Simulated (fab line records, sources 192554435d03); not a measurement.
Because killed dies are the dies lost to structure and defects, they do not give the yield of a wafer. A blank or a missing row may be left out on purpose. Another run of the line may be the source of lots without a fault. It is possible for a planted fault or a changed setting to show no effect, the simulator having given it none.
Matching of chambers / flow n5Finfet / N5_BEOL_M7_ETCH_66 on rieDiel-05: 4 sister chambers
The step etches SOC in N2/H2, target depth 80 nm, overetch 16 nm, time 120 s. 20 wafers are shown with their chamber, then 10 later ones without.

## WAFERS WITH THEIR CHAMBER
wafer=L076.1; chamber=1; showerheadPlenumPTorr (Torr)=2.56; throttleValvePct (%)=17.68; drypumpMotorCurrentA (A)=5.8
wafer=L076.4; chamber=0; showerheadPlenumPTorr (Torr)=2.46; throttleValvePct (%)=18.10; drypumpMotorCurrentA (A)=5.1
wafer=L076.6; chamber=3; showerheadPlenumPTorr (Torr)=2.62; throttleValvePct (%)=17.89; drypumpMotorCurrentA (A)=5.7
wafer=L077.2; chamber=2; showerheadPlenumPTorr (Torr)=2.57; throttleValvePct (%)=17.66; drypumpMotorCurrentA (A)=5.8
wafer=L077.4; chamber=1; showerheadPlenumPTorr (Torr)=2.56; throttleValvePct (%)=17.69; drypumpMotorCurrentA (A)=5.8
wafer=L077.6; chamber=1; showerheadPlenumPTorr (Torr)=2.55; throttleValvePct (%)=17.68; drypumpMotorCurrentA (A)=5.8
wafer=L079.2; chamber=2; showerheadPlenumPTorr (Torr)=2.57; throttleValvePct (%)=17.66; drypumpMotorCurrentA (A)=5.8
wafer=L079.3; chamber=3; showerheadPlenumPTorr (Torr)=2.62; throttleValvePct (%)=17.89; drypumpMotorCurrentA (A)=5.7
wafer=L079.6; chamber=1; showerheadPlenumPTorr (Torr)=2.55; throttleValvePct (%)=17.70; drypumpMotorCurrentA (A)=5.8
wafer=L081.4; chamber=3; showerheadPlenumPTorr (Torr)=2.62; throttleValvePct (%)=17.90; drypumpMotorCurrentA (A)=5.7
wafer=L081.5; chamber=1; showerheadPlenumPTorr (Torr)=2.55; throttleValvePct (%)=17.71; drypumpMotorCurrentA (A)=5.8
wafer=L081.6; chamber=0; showerheadPlenumPTorr (Torr)=2.45; throttleValvePct (%)=18.13; drypumpMotorCurrentA (A)=5.1
wafer=L083.2; chamber=3; showerheadPlenumPTorr (Torr)=2.61; throttleValvePct (%)=17.90; drypumpMotorCurrentA (A)=5.6
wafer=L083.4; chamber=1; showerheadPlenumPTorr (Torr)=2.55; throttleValvePct (%)=17.71; drypumpMotorCurrentA (A)=5.8
wafer=L083.6; chamber=3; showerheadPlenumPTorr (Torr)=2.62; throttleValvePct (%)=17.92; drypumpMotorCurrentA (A)=5.6
wafer=L084.1; chamber=2; showerheadPlenumPTorr (Torr)=2.56; throttleValvePct (%)=17.69; drypumpMotorCurrentA (A)=5.8
wafer=L084.2; chamber=1; showerheadPlenumPTorr (Torr)=2.55; throttleValvePct (%)=17.70; drypumpMotorCurrentA (A)=5.8
wafer=L084.3; chamber=0; showerheadPlenumPTorr (Torr)=2.45; throttleValvePct (%)=18.14; drypumpMotorCurrentA (A)=5.1
wafer=L084.4; chamber=3; showerheadPlenumPTorr (Torr)=2.61; throttleValvePct (%)=17.93; drypumpMotorCurrentA (A)=5.7
wafer=L084.5; chamber=0; showerheadPlenumPTorr (Torr)=2.45; throttleValvePct (%)=18.14; drypumpMotorCurrentA (A)=5.2

SIGNATURES (averages over the wafers above)
reading=showerheadPlenumPTorr; chamber 0=2.4525; chamber 1=2.5529; chamber 2=2.5667; chamber 3=2.6167; scatter within a chamber=0.00511
reading=throttleValvePct; chamber 0=18.1275; chamber 1=17.6957; chamber 2=17.6700; chamber 3=17.9050; scatter within a chamber=0.0158
reading=drypumpMotorCurrentA; chamber 0=5.125; chamber 1=5.800; chamber 2=5.800; chamber 3=5.667; scatter within a chamber=0.0361
Rule: a wafer's distance from a chamber is the root of the sum, over the readings, of the square of ((its reading less the chamber's mean) divided by the reading's scatter). If the next closest chamber is less than 2 further off than the closest, the wafer can't be placed; otherwise it belongs to the closest. The scatter: take each reading less its chamber's mean, square it, sum over the shown wafers, divide by the number of wafers less the number of chambers, and take the root.

## WAFERS WHOSE CHAMBER IS MISSING
wafer=L084.6; showerheadPlenumPTorr (Torr)=2.55; throttleValvePct (%)=17.71; drypumpMotorCurrentA (A)=5.8
wafer=L087.2; showerheadPlenumPTorr (Torr)=2.45; throttleValvePct (%)=18.15; drypumpMotorCurrentA (A)=5.2
wafer=L087.5; showerheadPlenumPTorr (Torr)=2.56; throttleValvePct (%)=17.69; drypumpMotorCurrentA (A)=5.8
wafer=L087.6; showerheadPlenumPTorr (Torr)=2.55; throttleValvePct (%)=17.72; drypumpMotorCurrentA (A)=5.8
wafer=L089.1; showerheadPlenumPTorr (Torr)=2.55; throttleValvePct (%)=17.71; drypumpMotorCurrentA (A)=5.8
wafer=L089.2; showerheadPlenumPTorr (Torr)=2.56; throttleValvePct (%)=17.71; drypumpMotorCurrentA (A)=5.8
wafer=L089.6; showerheadPlenumPTorr (Torr)=2.45; throttleValvePct (%)=18.15; drypumpMotorCurrentA (A)=5.1
wafer=L096.1; showerheadPlenumPTorr (Torr)=2.55; throttleValvePct (%)=17.74; drypumpMotorCurrentA (A)=5.8
wafer=L096.5; showerheadPlenumPTorr (Torr)=2.55; throttleValvePct (%)=17.74; drypumpMotorCurrentA (A)=5.8
wafer=L096.6; showerheadPlenumPTorr (Torr)=2.60; throttleValvePct (%)=17.42; drypumpMotorCurrentA (A)=5.6

## CHAMBER TAKEN BY EACH
wafer=L084.6; from the rows above=1; in truth=1
wafer=L087.2; from the rows above=0; in truth=0
wafer=L087.5; from the rows above=can't be placed: 1 or 2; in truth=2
wafer=L087.6; from the rows above=1; in truth=1
wafer=L089.1; from the rows above=1; in truth=1
wafer=L089.2; from the rows above=can't be placed: 1 or 2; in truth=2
wafer=L089.6; from the rows above=0; in truth=0
wafer=L096.1; from the rows above=1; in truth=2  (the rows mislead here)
wafer=L096.5; from the rows above=1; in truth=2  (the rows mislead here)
wafer=L096.6; from the rows above=2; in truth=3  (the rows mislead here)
Correctly placed: 5 of 10. Cannot be placed on the basis of these rows: 2; the candidates contain the true chamber in 2. 3 placed wrongly.
